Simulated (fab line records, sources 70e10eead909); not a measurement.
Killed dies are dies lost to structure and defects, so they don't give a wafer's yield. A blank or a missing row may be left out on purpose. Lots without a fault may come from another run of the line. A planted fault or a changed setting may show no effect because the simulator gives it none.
A struck lot beside a sound one | flow nand_harc | 15 steps out of a route of 1159
Sound: wafers L816.1, L816.2, L816.5. Struck: wafer L818.6. (L818.1 of the same lot was not struck and is left out.) The cause comes at the end.
At each step with rows: each side's tool, then ch and its chambers, then its first start. Under that, the readings that differ: sound wafers | struck wafers | difference of the means | sigmas: that difference in standard deviations of wafers without a fault.
alike: readings whose means differ by less than 2 such deviations, and words and numbers that are the same on both sides. not compared: withheld readings, readings that some wafer has no value for, bounds like >300 that may hide the same value, and numbers for which the record gives no deviation and whose values overlap.
The two part at a step that has a row with sigmas, a row that says differs or no value, or rows on one side only. Numbers that don't overlap but have no deviation are shown without sigmas and don't part them. A reading that every wafer of one side lacks parts them only if that side has two wafers or more.

NHARC_A_SGD_CUT_THK_MEAS_22: measures by ellipsometry.
  sound on film_metro-02, day 14 13:49; struck on film_metro-02, day 15 03:32
  alike: thk_nm
then, 2 steps without rows for these wafers: NHARC_A_SGD_CUT_SRD_23; NHARC_A_SGD_CUT_ETCH_26 (etches SiO2 in dHF, target depth 45.8 nm).
NHARC_A_SGD_CUT_ETCHBACK_24: etches the open film in CH3F/O2, target depth 50 nm, time 92.857 s.
  sound on rie_diel-12 ch 1,2, day 14 14:02; struck on rie_diel-09 ch 1, day 15 03:45
  reading                        | sound                | struck | difference | sigmas
  chamber_pressure_mTorr (mTorr) | 24.954 25.000 24.948 | 25.011 | +0.044     | +2
  oes_product_au (a.u.)          | 1.00 1.00 0.98       | 0.92   | -0.07      | -2
  alike: drypump_motor_current_A, rf_vpp_V, showerhead_plenum_p_Torr, throttle_valve_pct
  not compared: rf_hours_counter_h
NHARC_A_SGD_CUT_STRIP_28: strips in O2, time 20 s.
  sound on rie_diel-12 ch 2,3; struck on rie_diel-09 ch 3
  reading                     | sound       | struck | difference | sigmas
  drypump_motor_current_A (A) | 6.4 6.4 6.4 | 5.4    | -1.0       | -2
  alike: chamber_pressure_mTorr, oes_product_au, rf_vpp_V, showerhead_plenum_p_Torr, throttle_valve_pct
  not compared: rf_hours_counter_h
NHARC_A_SGD_CUT_INSPECT_25:
  sound on defect_inspect-02, day 14 14:17; struck on defect_inspect-02, day 15 03:59
  alike: raw_defect_count
NHARC_A_SLIT_DEP_25: deposits SiO2, target thk 200 nm.
  sound on pecvd-04 ch 1,2, day 14 14:23; struck on pecvd-03 ch 0, day 15 04:08
  alike: heater_power_w, throttle_valve_pct
NHARC_A_SLIT_DEP_00: deposits aC, target thk 3200 nm.
  sound on acl_dep-01 ch 0, day 14 14:41; struck on acl_dep-01 ch 0, day 15 06:40
  alike: throttle_valve_pct
NHARC_A_SLIT_DEP_23: deposits SiON, target thk 100 nm.
  sound on pecvd-01 ch 1,2, day 14 16:39; struck on pecvd-01 ch 2, day 15 07:02
  alike: heater_power_w
then, 3 steps without rows for these wafers: NHARC_A_SLIT_DEHYDRATE_01 (time 120 s); NHARC_A_SLIT_HMDS_02 (time 30 s); NHARC_A_SLIT_COAT_03 (resist thk 90 nm).
NHARC_A_SLIT_SOFTBAKE_04: time 55 s.
  sound on litho_track-04 ch 0, day 14 16:00; struck on litho_track-06 ch 0, day 15 07:00
  reading                  | sound                | struck | difference | sigmas
  heater_power_total_W (W) | 188.47 188.39 188.49 | 205.19 | +16.74     | +99 or more
  alike: chill_plate_temp_C
then, 2 steps without rows for these wafers: NHARC_A_SLIT_EBR_05; NHARC_END_SORT_01.

WHERE THEY PART
First at NHARC_A_SGD_CUT_ETCHBACK_24; last, within this record, at NHARC_A_SLIT_SOFTBAKE_04.

WHY: what the simulator had put in
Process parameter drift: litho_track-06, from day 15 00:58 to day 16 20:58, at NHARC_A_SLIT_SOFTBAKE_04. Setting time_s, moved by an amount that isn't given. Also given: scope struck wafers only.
